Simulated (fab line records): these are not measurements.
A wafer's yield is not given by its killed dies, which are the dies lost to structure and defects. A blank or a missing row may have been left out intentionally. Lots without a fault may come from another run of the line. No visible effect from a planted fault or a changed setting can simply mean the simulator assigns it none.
Matching of chambers :: flow n5_finfet :: pecvd-01 running N5_BEOL_M6_PECVD_70: 3 sister chambers
The step deposits SiO2 from TEOS/O2, target thk 20 nm, time 22.7 s. 3 wafers are shown with their chamber, then 9 later ones without.

== WAFERS WITH THEIR CHAMBER ==
wafer: L085.1
chamber: 0
throttle_valve_pct (%): 23.5

wafer: L085.2
chamber: 2
throttle_valve_pct (%): 22.6

wafer: L085.3
chamber: 1
throttle_valve_pct (%): 21.7

== WAFERS WITH NO CHAMBER GIVEN ==
wafer: L088.1
throttle_valve_pct (%): 23.5

wafer: L088.4
throttle_valve_pct (%): 21.9

wafer: L088.5
throttle_valve_pct (%): 23.8

wafer: L086.3
throttle_valve_pct (%): 21.7

wafer: L086.5
throttle_valve_pct (%): 22.1

wafer: L086.6
throttle_valve_pct (%): 22.6

wafer: L091.2
throttle_valve_pct (%): 22.1

wafer: L091.3
throttle_valve_pct (%): 22.2

wafer: L091.6
throttle_valve_pct (%): 21.6

== THE CHAMBER EACH PASSED THROUGH ==
wafer: L088.1
from the rows above: 0
in truth: 0

wafer: L088.4
from the rows above: can't be placed: 1 or 2
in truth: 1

wafer: L088.5
from the rows above: 0
in truth: 0

wafer: L086.3
from the rows above: 1
in truth: 1

wafer: L086.5
from the rows above: can't be placed: 1 or 2
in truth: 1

wafer: L086.6
from the rows above: 2
in truth: 2

wafer: L091.2
from the rows above: can't be placed: 1 or 2
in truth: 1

wafer: L091.3
from the rows above: can't be placed: 2 or 1
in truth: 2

wafer: L091.6
from the rows above: 1
in truth: 1
Correctly placed: 5 of 9. From these rows, 4 cannot be placed; in 4 the true chamber is one of the candidates. Wrongly placed: 0.
How it was worked out, from the rows above alone: a wafer's distance from a chamber is the root of the sum, over the readings, of the square of ((its reading less the chamber's mean) divided by the reading's scatter). If the next closest chamber is less than 2 further off than the closest, the wafer can't be placed; otherwise it belongs to the closest. A chamber's mean is the mean of its shown wafers. The scatter: root of mean squared gap, hidden wafer to nearest shown wafer, with one shown wafer a chamber.
